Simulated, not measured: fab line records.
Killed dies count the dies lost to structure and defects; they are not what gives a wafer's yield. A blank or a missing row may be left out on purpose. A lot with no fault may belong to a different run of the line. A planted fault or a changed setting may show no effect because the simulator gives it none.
fab line records + flow nand-harc
record:
- lots: 13
- wafers: 39
- last-day: 33
route steps=1302 shown P_GATE@187 P_CONTACT@217
lots that met no fault: taken from a fault-free run of the same line
start-h: the number of hours between the record's first day and the start of the first shown wafer of the lot + wait-h: time in hours since the lot's previous step + " identical to the entry in the row above + L1.1+2: a single row standing in for several wafers + - either no value or no given start + * or withheld: withheld + < > ~ a bound
route shown NAME@n: names a module that has steps shown in the file, with the first one's number in the route + usual: average and standard deviation across the fault-free wafers + same: alike in all rows + chamber/n: place in a boat + sites: each site's reading + _std_site: how widely they spread, as a standard deviation + _edge_site: outer sites' mean less inner sites' + radius-mm: for every site, how far away it sits from the centre of the wafer + mask NAME#n: copy n + behind: the tool/chamber that last shaped the wafer + hold: why the lot was held/for how many hours/how that ended + device: whichever transistor did not switch (one of n, p or np) + end of line: tests of these same wafers at the route's end + where a step has no rows: the recipe by itself + killed: dies that structure and defects cost at the first sort, which is not the same as the wafer's yield + map: a wafer's dies, marking killed ones x, the rest . and places with no die _
set.NAME: the setting the step ran with; set.NAME@STEP: the setting that earlier step ran with + model.NAME: the simulator's own value behind a step, which no gauge read
route steps across a sampled set of lots; one table per step, one row per wafer
services: the hour from which a tool's chamber was out of use, counted from the record's first day as start-h (under 0 if before that day), plus the number of hours and why
== steps ==
step: NHARC_P_GATE_DESCUM_61
recipe:
- time-s: 3
- o2-flow-sccm: 200
- ar-flow-sccm: 0
- bias-power-w: 0
- chemistry: O2
usual:
- drypump-motor-current-A: 5.8/0.42
- oes-product-au: 0.998/0.009
- rf-vpp-V: 57.8/0.81
- showerhead-plenum-p-Torr: 1.93/0.06
- throttle-valve-pct: 11.310/0.0086
| lot.wafer | tool        | chamber | start-h | wait-h | drypump-motor-current-A | oes-product-au | rf-hours-counter-h | rf-vpp-V | showerhead-plenum-p-Torr | throttle-valve-pct |
|-----------|-------------|---------|---------|--------|-------------------------|----------------|--------------------|----------|--------------------------|--------------------|
| L211.2    | rie-diel-09 | 0       | 115.55  | -      | 6.0                     | 1.004          | 7                  | 59.4     | 2.03                     | 11.310             |
| L211.3    | "           | 3       | "       | "      | 5.5                     | 0.999          | 8                  | 58.3     | 1.94                     | 11.295             |
| L211.6    | "           | 0       | "       | "      | 6.0                     | 0.994          | -                  | 58.1     | 2.03                     | 11.321             |
| L212.3    | rie-diel-09 | 1       | 122.36  | -      | 6.0                     | 1.020          | 7                  | 58.3     | 1.81                     | 11.303             |
| L212.1    | "           | 3       | "       | "      | 5.5                     | 1.012          | 9                  | 58.2     | 1.94                     | 11.317             |
| L212.6    | "           | 1       | "       | "      | 6.0                     | 1.009          | -                  | 56.8     | 1.81                     | 11.321             |
| L213.3    | rie-diel-09 | 2       | 132.54  | -      | 6.2                     | 0.995          | 7                  | 58.3     | 1.96                     | 11.317             |
| L213.5    | "           | 0       | "       | "      | 5.9                     | 0.989          | -                  | 58.8     | 2.03                     | 11.316             |
| L213.6    | "           | 1       | "       | "      | 6.0                     | 1.007          | -                  | 57.1     | 1.81                     | 11.323             |
| L214.3    | rie-diel-10 | 1       | 145.66  | -      | 5.6                     | 1.000          | 5                  | 58.2     | 1.91                     | 11.289             |
| L214.1    | "           | 2       | "       | "      | 5.8                     | 0.996          | 5                  | 57.5     | 1.90                     | 11.304             |
| L214.5    | "           | 0       | "       | "      | 6.2                     | 0.996          | -                  | 57.4     | 1.99                     | 11.313             |
| L217.1    | rie-diel-09 | 1       | 171.15  | -      | 6.0                     | 0.988          | 1                  | 57.2     | 1.81                     | 11.310             |
| L217.3    | "           | 0       | "       | "      | 5.9                     | 0.992          | 1                  | 59.5     | 2.02                     | 11.328             |
| L217.5    | "           | 1       | "       | "      | 6.1                     | 0.992          | -                  | 57.7     | 1.81                     | 11.310             |
| L218.1    | rie-diel-13 | 3       | 176.72  | -      | 5.6                     | 0.994          | 0                  | 57.6     | 1.93                     | 11.311             |
| L218.2    | "           | 1       | "       | "      | 5.1                     | 1.001          | 0                  | 58.4     | 1.89                     | 11.315             |
| L218.6    | "           | 3       | "       | "      | 5.6                     | 1.002          | -                  | 57.2     | 1.93                     | 11.311             |
| L220.4    | rie-diel-10 | 1       | 203.05  | -      | 5.6                     | 0.996          | 8                  | 57.5     | 1.91                     | 11.317             |
| L220.5    | "           | 1       | "       | "      | 5.6                     | 0.992          | -                  | 57.9     | 1.91                     | 11.315             |
| L220.6    | "           | 2       | "       | "      | 5.8                     | 1.018          | -                  | 57.9     | 1.89                     | 11.307             |
| L225.1    | rie-diel-13 | 2       | 254.18  | -      | 6.5                     | 1.005          | 4                  | 57.9     | 1.96                     | 11.308             |
| L225.3    | "           | 0       | "       | "      | 5.0                     | 0.994          | 3                  | 57.3     | 1.92                     | 11.327             |
| L225.5    | "           | 0       | "       | "      | 5.0                     | 0.997          | -                  | 58.1     | 1.92                     | 11.305             |
| L227.1    | rie-diel-10 | 1       | 279.23  | -      | 5.6                     | 0.992          | 2                  | 57.3     | 1.91                     | 11.316             |
| L227.2    | "           | 2       | "       | "      | 5.8                     | 1.014          | 2                  | 57.3     | 1.89                     | 11.316             |
| L227.6    | "           | 0       | "       | "      | 6.2                     | 0.988          | -                  | 57.2     | 1.99                     | 11.317             |
| L229.2    | rie-diel-13 | 0       | 301.40  | -      | 5.0                     | 0.988          | 7                  | 56.7     | 1.92                     | 11.311             |
| L229.6    | "           | 2       | "       | "      | 6.5                     | 1.003          | -                  | 57.6     | 1.95                     | 11.311             |
| L229.5    | "           | 3       | "       | "      | 5.6                     | 1.001          | -                  | 57.5     | 1.93                     | 11.315             |
| L230.1    | rie-diel-09 | 0       | 306.73  | -      | 5.9                     | 0.997          | 10                 | 57.8     | 2.02                     | 11.311             |
| L230.6    | "           | 2       | "       | "      | 6.2                     | 0.993          | -                  | 58.5     | 1.96                     | 11.303             |
| L230.5    | "           | 3       | "       | "      | 5.5                     | 0.994          | -                  | 58.3     | 1.93                     | 11.306             |
| L232.3    | rie-diel-13 | 1       | 324.94  | -      | 5.1                     | 0.992          | 9                  | 57.5     | 1.89                     | 11.318             |
| L232.1    | "           | 2       | "       | "      | 6.5                     | 1.006          | 8                  | 56.1     | 1.95                     | 11.310             |
| L232.2    | "           | 3       | "       | "      | 5.6                     | 1.018          | 5                  | 58.6     | 1.93                     | 11.315             |
| L234.1    | rie-diel-09 | 3       | 338.98  | -      | 5.5                     | 0.988          | 0                  | 56.6     | 1.93                     | 11.299             |
| L234.3    | "           | 1       | "       | "      | 6.1                     | 1.002          | 0                  | 57.4     | 1.81                     | 11.315             |
| L234.2    | "           | 2       | "       | "      | 6.3                     | 0.998          | 0                  | 57.0     | 1.96                     | 11.325             |
step: NHARC_P_GATE_CD_MEAS_91
recipe:
- target-cd-nm: 2000
- landing-energy-ev: 500
usual:
- cd-nm: 1999.6/1.6
| lot.wafer | tool      | chamber | start-h | wait-h | cd-nm  |
|-----------|-----------|---------|---------|--------|--------|
| L211.2    | cd-sem-02 | 0       | 117.10  | -      | 1996.9 |
| L211.3    | "         | 0       | "       | "      | 1996.9 |
| L211.6    | "         | 0       | "       | "      | 1999.6 |
| L212.1    | cd-sem-01 | 0       | 123.89  | -      | 2000.7 |
| L212.3    | "         | 0       | "       | "      | 2001.8 |
| L212.6    | "         | 0       | "       | "      | 1999.6 |
| L213.3    | cd-sem-02 | 0       | 133.95  | -      | 1997.3 |
| L213.5    | "         | 0       | "       | "      | 1997.8 |
| L213.6    | "         | 0       | "       | "      | 1999.1 |
| L214.1    | cd-sem-01 | 0       | 147.23  | -      | 1998.3 |
| L214.3    | "         | 0       | "       | "      | 2002.9 |
| L214.5    | "         | 0       | "       | "      | 2002.2 |
| L217.1    | cd-sem-01 | 0       | 172.97  | -      | 1998.9 |
| L217.3    | "         | 0       | "       | "      | 1999.8 |
| L217.5    | "         | 0       | "       | "      | 1999.6 |
| L218.1    | cd-sem-02 | 0       | 178.14  | -      | 1998.6 |
| L218.2    | "         | 0       | "       | "      | 1997.4 |
| L218.6    | "         | 0       | "       | "      | 1998.6 |
| L220.4    | cd-sem-01 | 0       | 204.61  | -      | 1996.0 |
| L220.5    | "         | 0       | "       | "      | 1996.1 |
| L220.6    | "         | 0       | "       | "      | 1997.4 |
| L225.1    | cd-sem-03 | 0       | 255.74  | -      | 1999.2 |
| L225.3    | "         | 0       | "       | "      | 2001.1 |
| L225.5    | "         | 0       | "       | "      | 2000.3 |
| L227.1    | cd-sem-03 | 0       | 280.84  | -      | 1997.6 |
| L227.2    | "         | 0       | "       | "      | 1996.4 |
| L227.6    | "         | 0       | "       | "      | 2001.5 |
| L229.2    | cd-sem-01 | 0       | 302.94  | -      | 1997.9 |
| L229.5    | "         | 0       | "       | "      | 1998.3 |
| L229.6    | "         | 0       | "       | "      | 1999.2 |
| L230.1    | cd-sem-01 | 0       | 308.12  | -      | 1999.0 |
| L230.5    | "         | 0       | "       | "      | 2000.9 |
| L230.6    | "         | 0       | "       | "      | 2000.6 |
| L232.1    | cd-sem-03 | 0       | 326.51  | -      | 1999.9 |
| L232.2    | "         | 0       | "       | "      | 2001.4 |
| L232.3    | "         | 0       | "       | "      | 1999.8 |
| L234.1    | cd-sem-03 | 0       | 340.53  | -      | 1999.5 |
| L234.2    | "         | 0       | "       | "      | 1999.2 |
| L234.3    | "         | 0       | "       | "      | 1998.7 |
step: NHARC_P_GATE_RTA_80
recipe:
- temp-c: 300
- time-s: 30
usual:
- lamp-power-pct: 2.14/0.086
- wafer_temp_C_max: 301.5/0.36
| lot.wafer | tool          | chamber | start-h | wait-h | lamp-power-pct | wafer_temp_C_max |
|-----------|---------------|---------|---------|--------|----------------|------------------|
| L211.2    | rtp-anneal-01 | 0       | 119.58  | -      | 2.08           | 301.6            |
| L211.3    | "             | 0       | "       | "      | 2.07           | 301.4            |
| L211.6    | "             | 0       | "       | "      | 2.08           | 301.8            |
| L212.1    | rtp-anneal-02 | 0       | 126.31  | -      | 2.24           | 301.4            |
| L212.3    | "             | 0       | "       | "      | 2.25           | 301.3            |
| L212.6    | "             | 0       | "       | "      | 2.24           | 301.2            |
| L213.3    | rtp-anneal-01 | 0       | 136.61  | -      | 2.07           | 302.4            |
| L213.5    | "             | 0       | "       | "      | 2.07           | 302.4            |
| L213.6    | "             | 0       | "       | "      | 2.07           | 301.7            |
| L214.1    | rtp-anneal-02 | 0       | 149.66  | -      | 2.25           | 301.4            |
| L214.3    | "             | 0       | "       | "      | 2.25           | 301.8            |
| L214.5    | "             | 0       | "       | "      | 2.25           | 301.0            |
| L217.1    | rtp-anneal-01 | 0       | 175.56  | -      | 2.08           | 301.9            |
| L217.3    | "             | 0       | "       | "      | 2.08           | 301.7            |
| L217.5    | "             | 0       | "       | "      | 2.08           | 302.1            |
| L218.1    | rtp-anneal-01 | 0       | 180.60  | -      | 2.07           | 301.8            |
| L218.2    | "             | 0       | "       | "      | 2.07           | 302.0            |
| L218.6    | "             | 0       | "       | "      | 2.07           | 301.6            |
| L220.4    | rtp-anneal-01 | 0       | 207.18  | -      | 2.07           | 301.4            |
| L220.5    | "             | 0       | "       | "      | 2.07           | 301.0            |
| L220.6    | "             | 0       | "       | "      | 2.07           | 300.9            |
| L225.1    | rtp-anneal-02 | 0       | 258.64  | -      | 2.25           | 301.1            |
| L225.3    | "             | 0       | "       | "      | 2.25           | 301.3            |
| L225.5    | "             | 0       | "       | "      | 2.25           | 301.0            |
| L227.1    | rtp-anneal-01 | 0       | 283.26  | -      | 2.07           | 302.1            |
| L227.2    | "             | 0       | "       | "      | 2.07           | 302.1            |
| L227.6    | "             | 0       | "       | "      | 2.07           | 302.2            |
| L229.2    | rtp-anneal-02 | 0       | 305.38  | -      | 2.24           | 301.1            |
| L229.5    | "             | 0       | "       | "      | 2.25           | 301.4            |
| L229.6    | "             | 0       | "       | "      | 2.25           | 300.9            |
| L230.1    | rtp-anneal-02 | 0       | 310.54  | -      | 2.25           | 301.2            |
| L230.5    | "             | 0       | "       | "      | 2.25           | 301.0            |
| L230.6    | "             | 0       | "       | "      | 2.25           | 301.3            |
| L232.1    | rtp-anneal-01 | 0       | 328.94  | -      | 2.07           | 302.1            |
| L232.2    | "             | 0       | "       | "      | 2.07           | 301.5            |
| L232.3    | "             | 0       | "       | "      | 2.07           | 301.6            |
| L234.1    | rtp-anneal-01 | 0       | 342.95  | -      | 2.07           | 301.8            |
| L234.2    | "             | 0       | "       | "      | 2.07           | 301.6            |
| L234.3    | "             | 0       | "       | "      | 2.07           | 301.3            |
step: NHARC_P_CONTACT_DEP_30
recipe:
- target-thk-a: 300
- temp-c: 400
- target-thk-nm: 30
- flow-sccm: 200
- rf-w: 450
- material: SiNx
usual:
- heater-power-w: 711/71
- rf-fwd-power-W: 448.9/1.4
| lot.wafer | tool     | chamber | start-h | wait-h | heater-power-w | rf-fwd-power-W |
|-----------|----------|---------|---------|--------|----------------|----------------|
| L211.3    | pecvd-01 | 1       | 120.31  | 0.1    | 571            | 450.0          |
| L211.2    | "        | 2       | "       | "      | 819            | 450.2          |
| L211.6    | "        | 1       | "       | "      | 567            | 451.2          |
| L212.3    | pecvd-02 | 2       | 127.03  | 0.1    | 692            | 452.2          |
| L212.1    | "        | 1       | "       | "      | 661            | 448.1          |
| L212.6    | "        | 2       | "       | "      | 709            | 449.0          |
| L213.3    | pecvd-03 | 1       | 137.33  | 0.1    | 700            | 451.0          |
| L213.6    | "        | 1       | "       | "      | 700            | 449.3          |
| L213.5    | "        | 2       | "       | "      | 746            | 447.9          |
| L214.3    | pecvd-01 | 2       | 150.43  | 0.1    | 761            | 446.9          |
| L214.1    | "        | 0       | "       | "      | 632            | 447.7          |
| L214.5    | "        | 2       | "       | "      | 773            | 449.0          |
| L217.3    | pecvd-03 | 0       | 176.32  | 0.1    | 817            | 450.6          |
| L217.1    | "        | 1       | "       | "      | 676            | 523.6          |
| L217.5    | "        | 2       | "       | "      | 765            | 451.2          |
| L218.2    | pecvd-01 | 0       | 181.33  | 0.1    | 663            | 447.9          |
| L218.1    | "        | 1       | "       | "      | 647            | 447.8          |
| L218.6    | "        | 2       | "       | "      | 661            | 448.3          |
| L220.6    | pecvd-03 | 1       | 208.02  | 0.2    | 652            | 520.2          |
| L220.5    | "        | 2       | "       | "      | 720            | 449.3          |
| L220.4    | "        | 0       | "       | "      | 798            | 448.3          |
| L225.3    | pecvd-02 | 2       | 259.36  | 0.1    | 573            | 448.5          |
| L225.1    | "        | 1       | "       | "      | 694            | 450.5          |
| L225.5    | "        | 1       | "       | "      | 700            | 451.0          |
| L227.1    | pecvd-03 | 2       | 284.02  | 0.1    | 697            | 448.9          |
| L227.2    | "        | 0       | "       | "      | 736            | 448.8          |
| L227.6    | "        | 2       | "       | "      | 724            | 448.6          |
| L229.2    | pecvd-02 | 0       | 306.11  | 0.1    | 833            | 449.6          |
| L229.6    | "        | 0       | "       | "      | 823            | 449.0          |
| L229.5    | "        | 1       | "       | "      | 717            | 451.6          |
| L230.1    | pecvd-03 | 0       | 311.30  | 0.1    | 854            | 446.4          |
| L230.5    | "        | 2       | "       | "      | 624            | 451.4          |
| L230.6    | "        | 0       | "       | "      | 847            | 448.4          |
| L232.2    | pecvd-01 | 0       | 329.66  | 0.1    | 641            | 449.7          |
| L232.1    | "        | 1       | "       | "      | 636            | 449.5          |
| L232.3    | "        | 2       | "       | "      | 738            | 450.7          |
| L234.3    | pecvd-03 | 1       | 343.67  | 0.1    | 744            | 449.9          |
| L234.1    | "        | 2       | "       | "      | 700            | 449.1          |
| L234.2    | "        | 0       | "       | "      | 825            | 447.8          |
== services ==
| tool        | chamber | start-h | hours | kind   |
|-------------|---------|---------|-------|--------|
| pecvd-03    | 0       | 98.32   | 8.9   | repair |
| rie-diel-13 | 3       | 103.93  | 4.5   | repair |
| rie-diel-10 | 2       | 106.00  | 4.0   | repair |
| pecvd-01    | -       | 130.22  | 13.0  | pm     |
| rie-diel-09 | 3       | 132.68  | 1.2   | repair |
| rie-diel-13 | -       | 133.65  | 0.4   | repair |
| rie-diel-10 | 3       | 137.84  | 14.4  | repair |
| rie-diel-13 | 1       | 142.36  | 4.2   | repair |
| rie-diel-09 | -       | 143.44  | 9.0   | pm     |
| rie-diel-13 | -       | 165.32  | 9.0   | pm     |
| pecvd-01    | 2       | 173.07  | 4.6   | repair |
| rie-diel-10 | -       | 183.04  | 1.2   | repair |
| pecvd-03    | -       | 185.57  | 13.0  | pm     |
| rie-diel-10 | 0       | 203.53  | 2.6   | repair |
| pecvd-03    | -       | 221.15  | 1.6   | repair |
| rie-diel-09 | 1       | 227.65  | 4.3   | repair |
| rie-diel-13 | 3       | 243.16  | 34.5  | repair |
| pecvd-03    | 1       | 247.46  | 8.8   | repair |
| pecvd-01    | -       | 263.20  | 0.7   | repair |
| pecvd-01    | -       | 296.58  | 1.5   | repair |
| rie-diel-09 | -       | 307.35  | 0.5   | repair |
| pecvd-01    | -       | 311.22  | 13.0  | pm     |
| rie-diel-09 | -       | 320.44  | 9.0   | pm     |
| rie-diel-13 | -       | 342.32  | 9.0   | pm     |
== key ==
first-sign:
- step: NHARC_P_CONTACT_DEP_30
- reading: rf-fwd-power-W
- direction: up
- sigmas: 54
- usual: *
- struck: *
effect none on later readings
met-at NHARC_P_CONTACT_DEP_30
struck-lots L217,L220
struck-wafers L217.1,L220.6
tester-left-out L217,L220
not-acting-at NHARC_P_GATE_DESCUM_61,NHARC_P_GATE_CD_MEAS_91,NHARC_P_GATE_RTA_80
onset-between 137.33 176.32
fault:
- kind: process-parameter-drift
- tool: pecvd-03
- chamber: 1
- onset-h: 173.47
- steps: NHARC_P_CONTACT_DEP_30
- channel: rf-w
- offset: *
- shape: step
- end-h: 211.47
- acts-in: *
- stated: *
tester-left-out: of these lots the tester's yield and bins aren't shown, on N5 and GAA mostly nor the transistor test; their killed dies are dies lost to structure and defects alone, not to doping, threshold or leakage, so they don't give the yield
